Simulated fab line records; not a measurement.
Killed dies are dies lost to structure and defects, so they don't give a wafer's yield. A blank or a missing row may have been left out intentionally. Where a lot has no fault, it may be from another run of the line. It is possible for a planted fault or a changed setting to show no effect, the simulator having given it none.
Chamber matching    flow n5_finfet    N5_BEOL_M5_CURE_80 on uv_cure-02 has 3 sister chambers
The step cures SiCOH lowk, time 120 s. 3 wafers are shown with their chamber, then 12 later ones without.

## WAFERS WITH THEIR CHAMBER
wafer   chamber  wafer_temp_C_max
L083.6  1        372.1
L084.3  2        372.7
L086.6  0        372.6

## WAFERS WHOSE CHAMBER IS MISSING
wafer   wafer_temp_C_max
L086.3  372.3
L086.4  372.0
L086.5  373.1
L087.4  371.3
L087.5  371.7
L087.6  371.5
L090.1  371.8
L090.2  371.9
L090.5  372.0
L096.2  372.0
L096.5  372.0
L096.6  372.0

## THE CHAMBER EACH PASSED THROUGH
wafer   from the rows above           in truth
L086.3  can't be placed: 1 or 0 or 2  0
L086.4  can't be placed: 1 or 0 or 2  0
L086.5  can't be placed: 2 or 0 or 1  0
L087.4  can't be placed: 1 or 0 or 2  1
L087.5  can't be placed: 1 or 0 or 2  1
L087.6  can't be placed: 1 or 0 or 2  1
L090.1  can't be placed: 1 or 0 or 2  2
L090.2  can't be placed: 1 or 0 or 2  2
L090.5  can't be placed: 1 or 0 or 2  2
L096.2  can't be placed: 1 or 0 or 2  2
L096.5  can't be placed: 1 or 0 or 2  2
L096.6  can't be placed: 1 or 0 or 2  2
Correctly placed: 0 of 12. These rows do not allow placing 12 (true chamber among the candidates in 12). Number placed wrongly: 0.
How it was worked out, from the rows above alone: a wafer's distance from a chamber is the root of the sum, over the readings, of the square of ((its reading less the chamber's mean) divided by the reading's scatter). The wafer belongs to the nearest chamber; if the next one is less than 2 further off, it can't be placed. For every chamber, the mean is computed from those of its wafers that are shown. The scatter (one wafer shown for each chamber): square how far every hidden wafer sits from the nearest shown wafer, average those squares and take the square root.
